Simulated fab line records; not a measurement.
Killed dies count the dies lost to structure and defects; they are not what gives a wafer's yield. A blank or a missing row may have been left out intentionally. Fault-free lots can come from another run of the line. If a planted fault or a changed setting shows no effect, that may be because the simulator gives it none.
Matching of chambers | flow nand harc | NHARC_A_CHANNEL_HOLE_D2_ETCH_38 on rie diel-01 has 4 sister chambers
The step etches the open film in CF4, target depth 39 nm, time 65 s. 16 wafers are shown with their chamber, then 8 later ones without.

== EACH WAFER AND ITS CHAMBER ==
wafer  | chamber | drypump motor current A (A) | rf vpp V (V) | throttle valve pct (%)
L844.1 | 1       | 5.5                         | 150.4        | 13.301
L844.4 | 2       | 5.4                         | 150.9        | 13.271
L844.6 | 0       | 6.4                         | 152.9        | 13.283
L848.1 | 3       | 6.5                         | 150.5        | 13.286
L848.4 | 1       | 5.5                         | 150.1        | 13.284
L848.6 | 3       | 6.5                         | 151.3        | 13.306
L849.1 | 2       | 5.4                         | 151.4        | 13.271
L849.3 | 1       | 5.6                         | 151.2        | 13.306
L849.5 | 3       | 6.5                         | 150.8        | 13.281
L855.2 | 2       | 5.4                         | 150.7        | 13.264
L855.3 | 1       | 5.6                         | 151.6        | 13.296
L855.5 | 0       | 6.4                         | 153.1        | 13.283
L860.1 | 1       | 5.5                         | 150.0        | 13.286
L860.4 | 2       | 5.4                         | 151.4        | 13.272
L860.5 | 2       | 5.4                         | 151.1        | 13.297
L861.1 | 0       | 6.4                         | 152.4        | 13.274

SIGNATURES (averages over the wafers above)
reading                 | chamber 0 | chamber 1 | chamber 2 | chamber 3 | scatter within a chamber
drypump motor current A | 6.400     | 5.540     | 5.400     | 6.500     | 0.0316
rf vpp V                | 152.800   | 150.660   | 151.100   | 150.867   | 0.497
throttle valve pct      | 13.28000  | 13.29460  | 13.27500  | 13.29100  | 0.0108
Rule: for each reading, subtract the chamber's mean from the wafer's reading, divide by that reading's scatter and square the result; add these up over the readings and take the root, which gives the wafer's distance from the chamber. The wafer belongs to the nearest chamber; if the next one is less than 2 further off, it can't be placed. The scatter: the root of (the sum of the squares of (reading less its chamber's mean) over the shown wafers, divided by (wafers less chambers)).

== WAFERS WITHOUT THEIR CHAMBER ==
wafer  | drypump motor current A (A) | rf vpp V (V) | throttle valve pct (%)
L861.5 | 5.6                         | 150.8        | 13.301
L861.6 | 5.4                         | 151.2        | 13.281
L862.2 | 6.5                         | 149.7        | 13.281
L862.3 | 6.4                         | 152.7        | 13.298
L862.5 | 5.4                         | 151.1        | 13.275
L863.3 | 6.5                         | 150.1        | 13.304
L863.4 | 6.5                         | 151.5        | 13.265
L863.5 | 6.4                         | 153.9        | 13.291

== WHICH CHAMBER EACH ONE RAN IN ==
wafer  | from the rows above     | in truth
L861.5 | 1                       | 1
L861.6 | 2                       | 2
L862.2 | 3                       | 3
L862.3 | 0                       | 0
L862.5 | 2                       | 2
L863.3 | 3                       | 3
L863.4 | can't be placed: 3 or 0 | 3
L863.5 | 0                       | 0
Placed correctly: 7 of 8. Can't be placed from these rows: 1 (the true chamber is among the candidates in 1). Placed wrongly: 0.
